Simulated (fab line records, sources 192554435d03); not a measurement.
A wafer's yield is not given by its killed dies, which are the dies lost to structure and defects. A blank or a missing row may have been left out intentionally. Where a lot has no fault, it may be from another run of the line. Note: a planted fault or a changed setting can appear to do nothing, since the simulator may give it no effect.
Chamber matching	flow n5Finfet	N5_BEOL_M5_CO_CAP_78 on cvdCo-01: 3 sister chambers
The step material Co, precursor CCTBA/H2, target thk 2 nm, time 102.1 s. 6 wafers are shown with their chamber, then 8 later ones without.

## WAFERS WITH THEIR CHAMBER
wafer	chamber	heaterPowerW (W)
L832.3	0	247
L835.4	2	190
L834.3	2	190
L834.4	0	236
L834.6	1	211
L837.1	1	216

## WAFERS WITHOUT THEIR CHAMBER
wafer	heaterPowerW (W)
L837.3	191
L837.5	194
L836.1	193
L836.3	215
L836.6	218
L838.1	187
L838.4	243
L838.5	217

## EACH ONE'S CHAMBER
wafer	from the rows above	in truth
L837.3	2	2
L837.5	2	2
L836.1	2	2
L836.3	1	1
L836.6	1	1
L838.1	2	2
L838.4	0	0
L838.5	1	1
Placed correctly: 8 of 8. Number that these rows cannot place: 0. 0 placed wrongly.
How it was worked out, from the rows above alone: a wafer's distance from a chamber is the root of the sum, over the readings, of the square of ((its reading less the chamber's mean) divided by the reading's scatter). The wafer belongs to the nearest chamber; if the next one is less than 2 further off, it can't be placed. A chamber's mean is the mean of its shown wafers. The scatter is the square root of a quotient: the sum, over the shown wafers, of each reading's squared deviation from its chamber's mean, divided by wafers minus chambers.
